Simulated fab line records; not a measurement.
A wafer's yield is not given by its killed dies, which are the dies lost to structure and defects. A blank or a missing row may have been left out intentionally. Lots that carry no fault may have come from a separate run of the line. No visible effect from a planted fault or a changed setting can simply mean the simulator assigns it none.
Chamber matching ; flow n5_finfet ; rie_diel-01 running N5_BEOL_M12_ETCH_68: 4 sister chambers
The step etches SOC in N2/H2, time 285 s. 4 wafers are shown with their chamber, then 8 later ones without.

## WAFERS WITH THEIR CHAMBER
wafer;chamber;showerhead_plenum_p_Torr (Torr)
L085.2;3;2.50
L090.2;1;2.48
L090.5;0;2.65
L093.2;2;2.44

## WAFERS MISSING THEIR CHAMBER
wafer;showerhead_plenum_p_Torr (Torr)
L093.5;2.65
L093.6;2.47
L094.2;2.49
L094.4;2.65
L094.5;2.49
L096.3;2.44
L096.5;2.47
L096.6;2.44

## WHICH CHAMBER EACH ONE RAN IN
wafer;from the rows above;in truth
L093.5;0;0
L093.6;1;1
L094.2;can't be placed: 3 or 1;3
L094.4;0;0
L094.5;can't be placed: 3 or 1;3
L096.3;2;2
L096.5;1;1
L096.6;2;2
Correctly placed: 6 of 8. From these rows, 2 cannot be placed; in 2 the true chamber is one of the candidates. Placed wrongly: 0.
How it was worked out, from the rows above alone: a wafer's distance from a chamber is the root of the sum, over the readings, of the square of ((its reading less the chamber's mean) divided by the reading's scatter). If the next closest chamber is less than 2 further off than the closest, the wafer can't be placed; otherwise it belongs to the closest. The mean given for a chamber averages the wafers shown for that chamber. The scatter (one wafer shown for each chamber): square how far every hidden wafer sits from the nearest shown wafer, average those squares and take the square root.
